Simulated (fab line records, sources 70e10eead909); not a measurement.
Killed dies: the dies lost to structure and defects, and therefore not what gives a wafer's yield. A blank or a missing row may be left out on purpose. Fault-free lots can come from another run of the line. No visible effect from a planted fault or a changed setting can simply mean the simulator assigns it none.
Which tool is to blame?    flow nandHarc    72 wafers from 24 lots sampled at 6 of the route's 1302 steps

## WHAT THE GAUGES READ, wafer by wafer
The record holds no reading of a measuring or inspecting step that can be judged against a usual standard deviation.

## WHICH TOOL RAN EACH LOT (tool, then ch and the chambers of the sampled wafers, then the start)
lot   NHARC_A_CONTACT_ETCH_113            NHARC_A_CONTACT_ETCH_114            NHARC_A_CONTACT_ETCH_122            NHARC_A_CONTACT_DEP_58           NHARC_A_CONTACT_DESCUM_74          NHARC_A_CONTACT_ETCH_76
L074  harCapEtch-02 ch 0,1, day 21 19:02  harCapEtch-02 ch 0,1, day 21 19:12  harCapEtch-02 ch 0,1, day 21 20:34  pecvd-02 ch 1,2, day 22 03:41    rieDiel-09 ch 1,3, day 22 04:35    rieDiel-09 ch 0,1, no start
L075  harCapEtch-02 ch 0,1, day 21 21:37  harCapEtch-02 ch 0,1, day 21 21:47  harCapEtch-02 ch 0,1, day 21 23:10  pecvd-03 ch 0,1, day 22 04:59    rieDiel-12 ch 0,2, day 22 05:50    rieDiel-12 ch 0,1,2, no start
L076  harCapEtch-01 ch 0,1, day 22 13:28  harCapEtch-01 ch 0,1, day 22 13:38  harCapEtch-01 ch 0,1, day 22 15:00  pecvd-01 ch 0,1, day 22 21:59    rieDiel-09 ch 0,1,3, day 22 22:53  rieDiel-09 ch 1,2,3, no start
L077  harCapEtch-02 ch 0,1, day 22 13:41  harCapEtch-02 ch 0,1, day 22 13:51  harCapEtch-02 ch 0,1, day 22 15:13  pecvd-01 ch 0,1, day 22 23:06    rieDiel-06 ch 0,1,2, day 22 23:51  rieDiel-06 ch 0,1, no start
L078  harCapEtch-03 ch 0,1, day 22 17:39  harCapEtch-03 ch 0,1, day 22 17:49  harCapEtch-03 ch 0,1, day 22 19:11  pecvd-02 ch 0,1, day 23 02:19    rieDiel-06 ch 1,2, day 23 03:15    rieDiel-06 ch 0,1, no start
L079  harCapEtch-01 ch 1, day 23 00:15    harCapEtch-01 ch 1, day 23 00:25    harCapEtch-01 ch 1, day 23 01:47    pecvd-01 ch 0,2, day 23 07:28    rieDiel-06 ch 1,2, day 23 08:20    rieDiel-06 ch 0,2, no start
L081  harCapEtch-02 ch 0,1, day 24 07:56  harCapEtch-02 ch 0,1, day 24 08:07  harCapEtch-02 ch 0,1, day 24 09:29  pecvd-02 ch 1,2, day 24 16:43    rieDiel-09 ch 0,3, day 24 17:28    rieDiel-09 ch 0,1,2, no start
L080  harCapEtch-01 ch 0,1, day 24 14:44  harCapEtch-01 ch 0,1, day 24 14:54  harCapEtch-01 ch 0,1, day 24 16:16  pecvd-02 ch 0,1,2, day 24 21:52  rieDiel-12 ch 1,2,3, day 24 22:46  rieDiel-12 ch 0,3, no start
L083  harCapEtch-03 ch 0,1, day 25 08:08  harCapEtch-03 ch 0,1, day 25 08:19  harCapEtch-03 ch 0,1, day 25 09:40  pecvd-03 ch 1,2, day 25 15:20    rieDiel-12 ch 2,3, day 25 16:07    rieDiel-12 ch 0,2,3, no start
L082  harCapEtch-01 ch 0,1, day 25 13:37  harCapEtch-01 ch 0,1, day 25 13:47  harCapEtch-01 ch 0,1, day 25 15:09  pecvd-03 ch 0,1,2, day 25 23:21  rieDiel-12 ch 1,2,3, day 26 00:04  rieDiel-12 ch 1,2, no start
L085  harCapEtch-02 ch 0,1, day 26 04:32  harCapEtch-02 ch 0,1, day 26 04:43  harCapEtch-02 ch 0,1, day 26 06:05  pecvd-02 ch 0,1,2, day 26 15:10  rieDiel-12 ch 0,3, day 26 15:53    rieDiel-12 ch 2,3, no start
L086  harCapEtch-03 ch 0,1, day 26 08:51  harCapEtch-03 ch 0,1, day 26 09:01  harCapEtch-03 ch 0,1, day 26 10:23  pecvd-03 ch 1,2, day 26 19:04    rieDiel-12 ch 0,1,2, day 26 20:00  rieDiel-12 ch 0,1,3, no start
L084  harCapEtch-01 ch 0,1, day 26 09:46  harCapEtch-01 ch 0,1, day 26 09:56  harCapEtch-01 ch 0,1, day 26 11:18  pecvd-01 ch 0,1, day 26 20:20    rieDiel-09 ch 1,2,3, day 26 21:17  rieDiel-09 ch 2,3, no start
L087  harCapEtch-02 ch 0,1, day 26 14:53  harCapEtch-02 ch 0,1, day 26 15:04  harCapEtch-02 ch 0,1, day 26 16:25  pecvd-03 ch 1,2, day 27 05:08    rieDiel-09 ch 0,1,2, day 27 06:02  rieDiel-09 ch 0,1,3, no start
L088  harCapEtch-01 ch 0,1, day 27 15:51  harCapEtch-01 ch 0,1, day 27 16:01  harCapEtch-01 ch 0,1, day 27 17:23  pecvd-01 ch 0,2, day 27 23:00    rieDiel-12 ch 0,1,3, day 27 23:52  rieDiel-12 ch 0,1,2, no start
L089  harCapEtch-02 ch 0,1, day 27 16:57  harCapEtch-02 ch 0,1, day 27 17:07  harCapEtch-02 ch 0,1, day 27 18:29  pecvd-03 ch 1,2, day 28 00:04    rieDiel-09 ch 2,3, day 28 00:55    rieDiel-09 ch 0,1,3, no start
L091  harCapEtch-02 ch 0,1, day 28 18:07  harCapEtch-02 ch 0,1, day 28 18:17  harCapEtch-02 ch 0,1, day 28 19:39  pecvd-03 ch 0,2, day 29 01:41    rieDiel-12 ch 0,1,3, day 29 02:34  rieDiel-12 ch 1,2,3, no start
L092  harCapEtch-03 ch 0,1, day 28 18:56  harCapEtch-03 ch 0,1, day 28 19:07  harCapEtch-03 ch 0,1, day 28 20:28  pecvd-02 ch 1,2, day 29 06:55    rieDiel-06 ch 0,1,3, day 29 07:55  rieDiel-06 ch 0,1,2, no start
L090  harCapEtch-01 ch 0,1, day 28 21:55  harCapEtch-01 ch 0,1, day 28 22:05  harCapEtch-01 ch 0,1, day 28 23:27  pecvd-02 ch 1,2, day 29 10:29    rieDiel-06 ch 0,2,3, day 29 11:21  rieDiel-06 ch 0,2,3, no start
L093  harCapEtch-03 ch 0,1, day 29 06:49  harCapEtch-03 ch 0,1, day 29 06:59  harCapEtch-03 ch 0,1, day 29 08:20  pecvd-03 ch 0,1,2, day 29 15:10  rieDiel-12 ch 0,1,2, day 29 16:04  rieDiel-12 ch 0,1,2, no start
L094  harCapEtch-01 ch 0,1, day 30 00:40  harCapEtch-01 ch 0,1, day 30 00:50  harCapEtch-01 ch 0,1, day 30 02:11  pecvd-02 ch 0,1, day 30 07:50    rieDiel-09 ch 2,3, day 30 08:43    rieDiel-09 ch 0,3, no start
L095  harCapEtch-02 ch 0,1, day 30 02:04  harCapEtch-02 ch 0,1, day 30 02:13  harCapEtch-02 ch 0,1, day 30 03:35  pecvd-03 ch 0,1,2, day 30 10:37  rieDiel-12 ch 0,1,3, day 30 11:22  rieDiel-12 ch 0,1,2, no start
L096  harCapEtch-01 ch 0, day 30 21:17    harCapEtch-01 ch 0, day 30 21:31    harCapEtch-01 ch 0, day 30 23:19    pecvd-01 ch 0,1,2, day 31 07:10  rieDiel-12 ch 0,2,3, day 31 08:02  rieDiel-12 ch 0,3, no start
L097  harCapEtch-03 ch 0,1, day 31 08:08  harCapEtch-03 ch 0,1, day 31 08:19  harCapEtch-03 ch 0,1, day 31 09:41  pecvd-01 ch 0,1,2, day 31 16:08  rieDiel-12 ch 0,2, day 31 16:55    rieDiel-12 ch 1,3, no start
- NHARC_A_CONTACT_ETCH_113: etches the open film in C4F8/O2/Ar, time 190 s, target depth 1850 nm.
- NHARC_A_CONTACT_ETCH_114: etches the open film in C4F8/O2/Ar, time 190 s, target depth 1850 nm.
- NHARC_A_CONTACT_ETCH_122: etches the open film in C4F8/O2/Ar, time 190 s, target depth 1850 nm.
- NHARC_A_CONTACT_DEP_58: deposits SiON, target thk 90 nm.
- NHARC_A_CONTACT_DESCUM_74: chemistry O2, time 3 s.
- NHARC_A_CONTACT_ETCH_76: etches the open film in N2/H2, target depth 260 nm, time 475.3 s.

## AS READ BY THE TOOLS THEMSELVES (means over the sampled wafers that have a number; for cases with no such wafer, the mark the record gives instead)
NHARC_A_CONTACT_DEP_58. Usual: heaterPowerOuterW 497 W, standard deviation 69; heaterPowerW 798 W, standard deviation 95.
lot   tool      heaterPowerOuterW (W)  heaterPowerW (W)  flag
L074  pecvd-02  506                    773               
L075  pecvd-03  585                    884               
L076  pecvd-01  445                    756               
L077  pecvd-01  426                    695               
L078  pecvd-02  467                    776               
L079  pecvd-01  470                    819               
L081  pecvd-02  453                    725               
L080  pecvd-02  474                    759               
L083  pecvd-03  529                    829               
L082  pecvd-03  530                    831               
L085  pecvd-02  453                    743               
L086  pecvd-03  547                    861               
L084  pecvd-01  422                    700               
L087  pecvd-03  538                    836               
L088  pecvd-01  447                    784               
L089  pecvd-03  508                    799               
L091  pecvd-03  552                    883               
L092  pecvd-02  476                    759               
L090  pecvd-02  486                    764               
L093  pecvd-03  558                    855               
L094  pecvd-02  448                    737               
L095  pecvd-03  529                    846               
L096  pecvd-01  436                    733               
L097  pecvd-01  451                    758               

NHARC_A_CONTACT_DESCUM_74. Usual: drypumpMotorCurrentA 5.7 A, standard deviation 0.44; oesProductAu 1.001 a.u., standard deviation 0.0064; rfVppV 57.6 V, standard deviation 0.86; showerheadPlenumPTorr 1.88 Torr, standard deviation 0.043; throttleValvePct 11.311 %, standard deviation 0.009.
lot   tool        drypumpMotorCurrentA (A)  oesProductAu (a.u.)  rfVppV (V)  showerheadPlenumPTorr (Torr)  throttleValvePct (%)  flag
L074  rieDiel-09  5.9                       0.990                57.8        1.91                          11.308                
L075  rieDiel-12  5.3                       0.997                57.6        1.89                          11.302                
L076  rieDiel-09  5.9                       1.004                57.5        1.85                          11.311                
L077  rieDiel-06  5.6                       1.001                57.8        1.91                          11.312                
L078  rieDiel-06  5.3                       1.003                57.8        1.92                          11.305                
L079  rieDiel-06  5.6                       1.010                57.4        1.94                          11.308                
L081  rieDiel-09  5.7                       1.001                57.5        1.85                          11.315                
L080  rieDiel-12  5.8                       0.999                56.7        1.87                          11.314                
L083  rieDiel-12  6.0                       1.001                57.6        1.86                          11.313                
L082  rieDiel-12  5.8                       1.003                56.8        1.87                          11.308                
L085  rieDiel-12  6.2                       1.001                57.4        1.87                          11.316                
L086  rieDiel-12  5.4                       1.003                57.8        1.88                          11.310                
L084  rieDiel-09  6.0                       1.002                57.6        1.88                          11.312                
L087  rieDiel-09  5.9                       1.006                56.8        1.83                          11.315                
L088  rieDiel-12  5.9                       1.000                57.3        1.88                          11.307                
L089  rieDiel-09  5.8                       1.000                57.7        1.92                          11.309                
L091  rieDiel-12  5.9                       0.999                57.8        1.88                          11.315                
L092  rieDiel-06  5.8                       0.996                57.6        1.87                          11.317                
L090  rieDiel-06  5.5                       0.995                56.7        1.85                          11.313                
L093  rieDiel-12  5.5                       0.989                57.6        1.88                          11.313                
L094  rieDiel-09  5.8                       0.997                58.2        1.90                          11.311                
L095  rieDiel-12  5.9                       1.000                57.6        1.88                          11.312                
L096  rieDiel-12  5.7                       1.000                57.0        1.86                          11.302                
L097  rieDiel-12  5.3                       1.000                57.8        1.87                          11.319                

NHARC_A_CONTACT_ETCH_76. Usual: drypumpMotorCurrentA 5.7 A, standard deviation 0.42; h2FlowSccm 150.0 sccm, standard deviation 0.42; oesProductAu 1.000 a.u., standard deviation 0.0067; rfVppV 429.5 V, standard deviation 1.6; showerheadPlenumPTorr 2.00 Torr, standard deviation 0.047; throttleValvePct 14.169 %, standard deviation 0.0084.
lot   tool        drypumpMotorCurrentA (A)  h2FlowSccm (sccm)  oesProductAu (a.u.)  rfVppV (V)  showerheadPlenumPTorr (Torr)  throttleValvePct (%)  flag
L074  rieDiel-09  5.9                       150.3              1.002                426.9       1.93                          14.175                
L075  rieDiel-12  5.5                       150.2              1.000                430.2       2.02                          14.159                
L076  rieDiel-09  5.9                       150.0              0.997                430.3       2.01                          14.166                
L077  rieDiel-06  5.7                       150.2              1.012                430.9       2.02                          14.176                
L078  rieDiel-06  5.7                       150.0              1.002                429.9       2.02                          14.167                
L079  rieDiel-06  5.5                       150.3              1.002                430.0       2.01                          14.163                
L081  rieDiel-09  5.9                       149.9              1.007                427.5       1.96                          14.173                
L080  rieDiel-12  6.2                       150.3              1.003                430.0       2.00                          14.172                
L083  rieDiel-12  5.7                       150.0              1.005                429.6       1.99                          14.170                
L082  rieDiel-12  5.6                       149.7              1.008                429.3       2.01                          14.162                
L085  rieDiel-12  6.0                       149.8              0.994                428.4       1.98                          14.168                
L086  rieDiel-12  5.9                       149.5              1.003                429.8       2.01                          14.173                
L084  rieDiel-09  5.8                       149.3              0.992                430.6       2.03                          14.170                
L087  rieDiel-09  5.9                       150.0              0.997                428.5       1.96                          14.177                
L088  rieDiel-12  5.5                       149.7              0.996                429.7       2.01                          14.159                
L089  rieDiel-09  5.9                       149.8              0.995                427.2       1.96                          14.176                
L091  rieDiel-12  5.8                       150.2              1.000                428.4       1.99                          14.171                
L092  rieDiel-06  5.5                       150.1              0.999                430.0       2.02                          14.165                
L090  rieDiel-06  5.5                       150.2              1.003                429.5       1.98                          14.174                
L093  rieDiel-12  5.5                       150.3              0.996                429.4       2.01                          14.174                
L094  rieDiel-09  5.7                       149.6              1.002                428.2       1.95                          14.162                
L095  rieDiel-12  5.5                       150.1              0.998                429.2       2.00                          14.161                
L096  rieDiel-12  6.2                       149.8              0.998                429.5       1.99                          14.179                
L097  rieDiel-12  6.3                       150.1              0.993                429.4       1.99                          14.166                

## THE ANSWER, worked out from the rows above alone
Rule: take the mean of a lot's wafers that have a number; if it is more than 3 standard deviations from the usual mean, the lot is off. A lot without any number at a reading at which 4 lots or more have one is off too. Any other lot the step has rows for is counted as sound. First the gauges in route order, then the tools' own readings, where a lot's mean is used as printed above. At the first step where some lot is off, the reading lying furthest off is the one used; lots without a number count as furthest.
None of the lots is off at any reading shown; this tells nothing.

## WHAT HAD BEEN PUT IN BY THE SIMULATOR
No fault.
